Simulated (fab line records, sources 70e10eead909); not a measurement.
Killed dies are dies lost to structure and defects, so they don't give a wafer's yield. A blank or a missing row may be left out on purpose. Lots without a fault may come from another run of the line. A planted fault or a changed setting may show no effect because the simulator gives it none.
Which tool did it? | flow nand_harc | 24 lots, 72 wafers sampled, at 4 steps of a route of 1302

WHAT THE GAUGES READ, wafer by wafer
NHARC_P_START_INSPECT_01. Usual: raw_defect_count 3.4, standard deviation 1.9.
lot  | measured     | on                | raw_defect_count | flag
L074 | day 1 20:02  | defect_inspect-01 | 0 5 1            |
L075 | day 2 06:02  | defect_inspect-02 | 2 2 3            |
L076 | day 2 16:03  | defect_inspect-02 | 2 1 4            |
L077 | day 3 02:02  | defect_inspect-02 | 3 4 6            |
L078 | day 3 12:02  | defect_inspect-01 | 4 3 2            |
L079 | day 3 22:02  | defect_inspect-02 | 4 6 4            |
L080 | day 4 08:02  | defect_inspect-02 | 5 5 2            |
L081 | day 4 18:02  | defect_inspect-01 | 1 5 4            |
L082 | day 5 04:02  | defect_inspect-02 | 1 2 3            |
L083 | day 5 14:02  | defect_inspect-01 | 1 4 0            |
L084 | day 6 00:02  | defect_inspect-02 | 5 6 5            |
L085 | day 6 10:02  | defect_inspect-02 | 2 4 4            |
L086 | day 6 20:03  | defect_inspect-01 | 1 4 6            |
L087 | day 7 06:02  | defect_inspect-01 | 3 7 1            |
L088 | day 7 16:02  | defect_inspect-02 | 4 5 3            |
L089 | day 8 02:02  | defect_inspect-02 | 5 1 4            |
L090 | day 8 12:02  | defect_inspect-01 | 6 1 5            |
L091 | day 8 22:02  | defect_inspect-02 | 11 3 2           |
L092 | day 9 08:02  | defect_inspect-02 | 2 6 2            |
L093 | day 9 18:02  | defect_inspect-01 | 1 2 3            |
L094 | day 10 04:02 | defect_inspect-02 | 2 4 6            |
L095 | day 10 14:02 | defect_inspect-02 | 6 4 3            |
L096 | day 11 00:02 | defect_inspect-01 | 3 1 0            |
L097 | day 11 10:02 | defect_inspect-01 | 2 5 8            |

NHARC_P_STI_CD_MEAS_09: target cd 200 nm. Usual: cd_nm 201.2 nm, standard deviation 2.3.
lot  | measured     | on        | cd_nm (nm)        | flag
L074 | day 2 22:08  | cd_sem-02 | 202.7 201.5 203.9 |
L075 | day 3 06:40  | cd_sem-03 | 202.4 197.9 202.2 |
L076 | day 3 14:43  | cd_sem-03 | 196.2 198.4 198.9 |
L077 | day 4 04:40  | cd_sem-02 | 204.6 202.8 201.7 |
L078 | day 4 12:17  | cd_sem-02 | 198.6 201.4 199.7 |
L079 | day 4 21:51  | cd_sem-03 | 204.6 206.4 202.8 |
L080 | day 5 06:38  | cd_sem-01 | 196.7 198.2 199.4 |
L081 | day 5 17:40  | cd_sem-02 | 204.8 202.1 202.3 |
L082 | day 6 03:32  | cd_sem-03 | 193.0 198.1 201.0 |
L083 | day 6 13:42  | cd_sem-03 | 200.4 199.3 200.7 |
L084 | day 6 22:16  | cd_sem-02 | 203.0 202.7 204.4 |
L085 | day 7 09:23  | cd_sem-01 | 199.1 199.0 196.9 |
L086 | day 7 22:17  | cd_sem-03 | 201.7 199.7 199.2 |
L087 | day 8 06:31  | cd_sem-02 | 202.2 201.6 205.1 |
L088 | day 8 14:48  | cd_sem-01 | 202.2 202.9 199.1 |
L089 | day 9 05:19  | cd_sem-02 | 200.4 202.7 202.7 |
L090 | day 9 11:25  | cd_sem-03 | 200.4 202.8 203.2 |
L091 | day 9 19:51  | cd_sem-01 | 198.1 202.8 200.9 |
L092 | day 10 14:38 | cd_sem-01 | 203.2 200.5 201.8 |
L093 | day 10 23:04 | cd_sem-03 | 202.3 201.9 200.7 |
L094 | day 11 08:09 | cd_sem-02 | 203.2 201.8 200.5 |
L095 | day 11 13:28 | cd_sem-01 | 198.2 200.5 199.4 |
L096 | day 11 22:00 | cd_sem-03 | 195.5 200.5 199.3 |
L097 | day 12 09:41 | cd_sem-01 | 204.3 202.5 202.8 |

WHICH TOOL RAN EACH LOT (tool, then ch and the chambers of the sampled wafers, then the start)
lot  | NHARC_P_ZERO_WELL_ETCH_63        | NHARC_P_ZERO_WELL_RTA_42
L074 | rie_si-06 ch 1,2,3, day 1 21:47  | rtp_anneal-02 ch 0, day 2 02:58
L075 | rie_si-06 ch 1,3, day 2 09:53    | rtp_anneal-02 ch 0, day 2 15:15
L076 | rie_si-06 ch 1,2, day 2 17:42    | rtp_anneal-01 ch 0, day 2 23:26
L077 | rie_si-06 ch 2,3, day 3 03:34    | rtp_anneal-02 ch 0, day 3 08:54
L078 | rie_si-06 ch 1,2, day 3 13:42    | rtp_anneal-02 ch 0, day 3 19:01
L079 | rie_si-04 ch 1,2,3, day 3 23:39  | rtp_anneal-01 ch 0, day 4 04:44
L080 | rie_si-06 ch 0,2,3, day 4 09:40  | rtp_anneal-02 ch 0, day 4 14:40
L081 | rie_si-04 ch 0,1,2, day 4 19:55  | rtp_anneal-02 ch 0, day 5 01:01
L082 | rie_si-04 ch 0,1,3, day 5 05:49  | rtp_anneal-01 ch 0, day 5 11:10
L083 | rie_si-04 ch 1,2,3, day 5 15:48  | rtp_anneal-01 ch 0, day 5 21:12
L084 | rie_si-06 ch 0,1,3, day 6 01:39  | rtp_anneal-01 ch 0, day 6 06:59
L085 | rie_si-04 ch 1,3, day 6 11:32    | rtp_anneal-01 ch 0, day 6 16:49
L086 | rie_si-02 ch 0,2,3, day 6 21:40  | rtp_anneal-02 ch 0, day 7 03:08
L087 | rie_si-06 ch 2,3, day 7 07:45    | rtp_anneal-02 ch 0, day 7 13:00
L088 | rie_si-04 ch 0,1,2, day 7 17:40  | rtp_anneal-01 ch 0, day 7 22:51
L089 | rie_si-02 ch 0,1,3, day 8 03:46  | rtp_anneal-02 ch 0, day 8 09:14
L090 | rie_si-02 ch 0,1,2, day 8 13:47  | rtp_anneal-01 ch 0, day 8 19:01
L091 | rie_si-02 ch 0,1,2, day 8 23:32  | rtp_anneal-01 ch 0, day 9 04:45
L092 | rie_si-04 ch 0,2,3, day 9 09:48  | rtp_anneal-02 ch 0, day 9 15:06
L093 | rie_si-02 ch 0,3, day 9 19:52    | rtp_anneal-01 ch 0, day 10 00:49
L094 | rie_si-02 ch 2,3, day 10 05:40   | rtp_anneal-01 ch 0, day 10 10:52
L095 | rie_si-04 ch 0,1,3, day 10 15:37 | rtp_anneal-01 ch 0, day 10 20:49
L096 | rie_si-04 ch 0,1,3, day 11 01:39 | rtp_anneal-02 ch 0, day 11 06:51
L097 | rie_si-04 ch 0,2,3, day 11 11:41 | rtp_anneal-01 ch 0, day 11 16:53
- NHARC_P_ZERO_WELL_ETCH_63: etches the open film in HBr/Cl2, target depth 120 nm, time 40.1 s.
- NHARC_P_ZERO_WELL_RTA_42: time 300 s.

WHAT THE TOOLS THEMSELVES READ (means of the sampled wafers that have a number; where no wafer has one, the mark that the record gives instead)
NHARC_P_ZERO_WELL_ETCH_63. Usual: bias_w 100.02 W, standard deviation 0.3; drypump_motor_current_A 5.8 A, standard deviation 0.48; oes_product_au 0.997 a.u., standard deviation 0.011; throttle_valve_pct 26.407 %, standard deviation 0.0094.
lot  | tool      | bias_w (W) | drypump_motor_current_A (A) | oes_product_au (a.u.) | throttle_valve_pct (%) | flag
L074 | rie_si-06 | 99.84      | 6.0                         | 0.991                 | 26.407                 |
L075 | rie_si-06 | 99.77      | 6.2                         | 0.983                 | 26.402                 |
L076 | rie_si-06 | 100.06     | 5.7                         | 0.991                 | 26.403                 |
L077 | rie_si-06 | 99.79      | 5.9                         | 0.985                 | 26.409                 |
L078 | rie_si-06 | 99.99      | 5.8                         | 0.997                 | 26.405                 |
L079 | rie_si-04 | 100.10     | 5.8                         | 0.995                 | 26.409                 |
L080 | rie_si-06 | 100.13     | 6.1                         | 1.000                 | 26.407                 |
L081 | rie_si-04 | 100.33     | 5.7                         | 0.992                 | 26.405                 |
L082 | rie_si-04 | 100.03     | 6.1                         | 0.997                 | 26.405                 |
L083 | rie_si-04 | 100.05     | 5.7                         | 0.999                 | 26.413                 |
L084 | rie_si-06 | 100.25     | 6.2                         | 0.996                 | 26.411                 |
L085 | rie_si-04 | 100.22     | 6.0                         | 0.995                 | 26.397                 |
L086 | rie_si-02 | 99.99      | 5.4                         | 1.007                 | 26.410                 |
L087 | rie_si-06 | 99.92      | 6.1                         | 0.996                 | 26.398                 |
L088 | rie_si-04 | 100.21     | 5.7                         | 1.002                 | 26.401                 |
L089 | rie_si-02 | 99.86      | 5.5                         | 1.006                 | 26.404                 |
L090 | rie_si-02 | 99.99      | 5.4                         | 1.003                 | 26.411                 |
L091 | rie_si-02 | 100.16     | 5.4                         | 1.001                 | 26.410                 |
L092 | rie_si-04 | 99.85      | 5.8                         | 1.003                 | 26.407                 |
L093 | rie_si-02 | 100.20     | 5.5                         | 0.991                 | 26.407                 |
L094 | rie_si-02 | 100.10     | 5.6                         | 1.001                 | 26.409                 |
L095 | rie_si-04 | 99.95      | 6.1                         | 0.994                 | 26.394                 |
L096 | rie_si-04 | 100.14     | 6.1                         | 0.996                 | 26.403                 |
L097 | rie_si-04 | 100.00     | 5.8                         | 0.997                 | 26.401                 |

NHARC_P_ZERO_WELL_RTA_42. Usual: lamp_power_pct 39.2 %, standard deviation 1.6; lamp_zone_5_pct 39.2 %, standard deviation 1.6; wafer_temp_C_max 1105.6, standard deviation 1.5.
lot  | tool          | lamp_power_pct (%) | lamp_zone_5_pct (%) | wafer_temp_C_max | flag
L074 | rtp_anneal-02 | 40.9               | 40.9                | 1105.4           |
L075 | rtp_anneal-02 | 41.0               | 41.0                | 1104.1           |
L076 | rtp_anneal-01 | 37.8               | 37.8                | 1105.9           |
L077 | rtp_anneal-02 | 41.0               | 40.9                | 1104.2           |
L078 | rtp_anneal-02 | 40.9               | 40.9                | 1106.0           |
L079 | rtp_anneal-01 | 37.8               | 37.8                | 1106.9           |
L080 | rtp_anneal-02 | 40.8               | 40.9                | 1104.4           |
L081 | rtp_anneal-02 | 40.9               | 41.0                | 1104.5           |
L082 | rtp_anneal-01 | 37.8               | 37.8                | 1106.3           |
L083 | rtp_anneal-01 | 37.8               | 37.8                | 1105.9           |
L084 | rtp_anneal-01 | 37.8               | 37.8                | 1107.3           |
L085 | rtp_anneal-01 | 37.8               | 37.8                | 1107.2           |
L086 | rtp_anneal-02 | 40.9               | 40.9                | 1104.3           |
L087 | rtp_anneal-02 | 40.9               | 41.0                | 1104.0           |
L088 | rtp_anneal-01 | 37.7               | 37.7                | 1106.2           |
L089 | rtp_anneal-02 | 40.9               | 40.9                | 1107.2           |
L090 | rtp_anneal-01 | 37.7               | 37.8                | 1106.4           |
L091 | rtp_anneal-01 | 37.7               | 37.7                | 1105.3           |
L092 | rtp_anneal-02 | 40.9               | 40.9                | 1104.5           |
L093 | rtp_anneal-01 | 37.7               | 37.7                | 1105.4           |
L094 | rtp_anneal-01 | 37.8               | 37.8                | 1105.7           |
L095 | rtp_anneal-01 | 37.8               | 37.8                | 1107.3           |
L096 | rtp_anneal-02 | 40.9               | 40.9                | 1104.6           |
L097 | rtp_anneal-01 | 37.8               | 37.7                | 1107.3           |

THE ANSWER, worked out from the rows above alone
Rule: a lot is off if the mean of its wafers that have a number lies more than 3 standard deviations from the usual mean. A lot without any number at a reading at which 4 lots or more have one is off too. The other lots that the step has rows for count as sound. The gauges are gone through in route order, then the tools' own readings, and for those a lot's mean is taken as printed above. The first step at which some lot is off is used, and at that step the reading that is off furthest; a lot without a number counts as furthest.
No lot is off at any reading shown: from this, nothing can be told.

WHAT THE SIMULATOR HAD PUT IN
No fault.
